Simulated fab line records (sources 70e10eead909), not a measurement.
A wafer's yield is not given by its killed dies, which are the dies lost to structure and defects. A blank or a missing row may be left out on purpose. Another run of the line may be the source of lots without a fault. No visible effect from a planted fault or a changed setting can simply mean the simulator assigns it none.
Matching of chambers -- flow nand harc -- NHARC_A_STAIRCASE_DEP_325 on pecvd-01: 3 sister chambers
The step deposits SiO2, target thk 3800 nm. 6 wafers are shown with their chamber, then 9 later ones without.

## WAFERS, EACH WITH ITS CHAMBER
wafer,chamber,heater power w (W)
L076.1,2,818
L076.6,2,658
L084.5,1,670
L086.2,0,754
L086.5,1,686
L086.6,0,618

## WAFERS WHOSE CHAMBER IS MISSING
wafer,heater power w (W)
L090.1,823
L090.2,787
L090.5,621
L093.3,765
L093.5,619
L093.6,652
L092.3,701
L092.4,655
L092.6,604

## EACH ONE'S CHAMBER
wafer,from the rows above,in truth
L090.1,can't be placed: 2 or 0 or 1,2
L090.2,can't be placed: 2 or 0 or 1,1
L090.5,can't be placed: 1 or 0 or 2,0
L093.3,can't be placed: 2 or 0 or 1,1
L093.5,can't be placed: 1 or 0 or 2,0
L093.6,can't be placed: 1 or 0 or 2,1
L092.3,can't be placed: 0 or 1 or 2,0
L092.4,can't be placed: 1 or 0 or 2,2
L092.6,can't be placed: 1 or 0 or 2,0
Correctly placed: 0 of 9. Unplaceable from these rows: 9, with the true chamber sitting among the candidates in 9. Placed wrongly: 0.
How it was worked out, from the rows above alone: a wafer's distance from a chamber is the root of the sum, over the readings, of the square of ((its reading less the chamber's mean) divided by the reading's scatter). The wafer belongs to the nearest chamber; if the next one is less than 2 further off, it can't be placed. The mean given for a chamber averages the wafers shown for that chamber. The scatter: take each reading less its chamber's mean, square it, sum over the shown wafers, divide by the number of wafers less the number of chambers, and take the root.
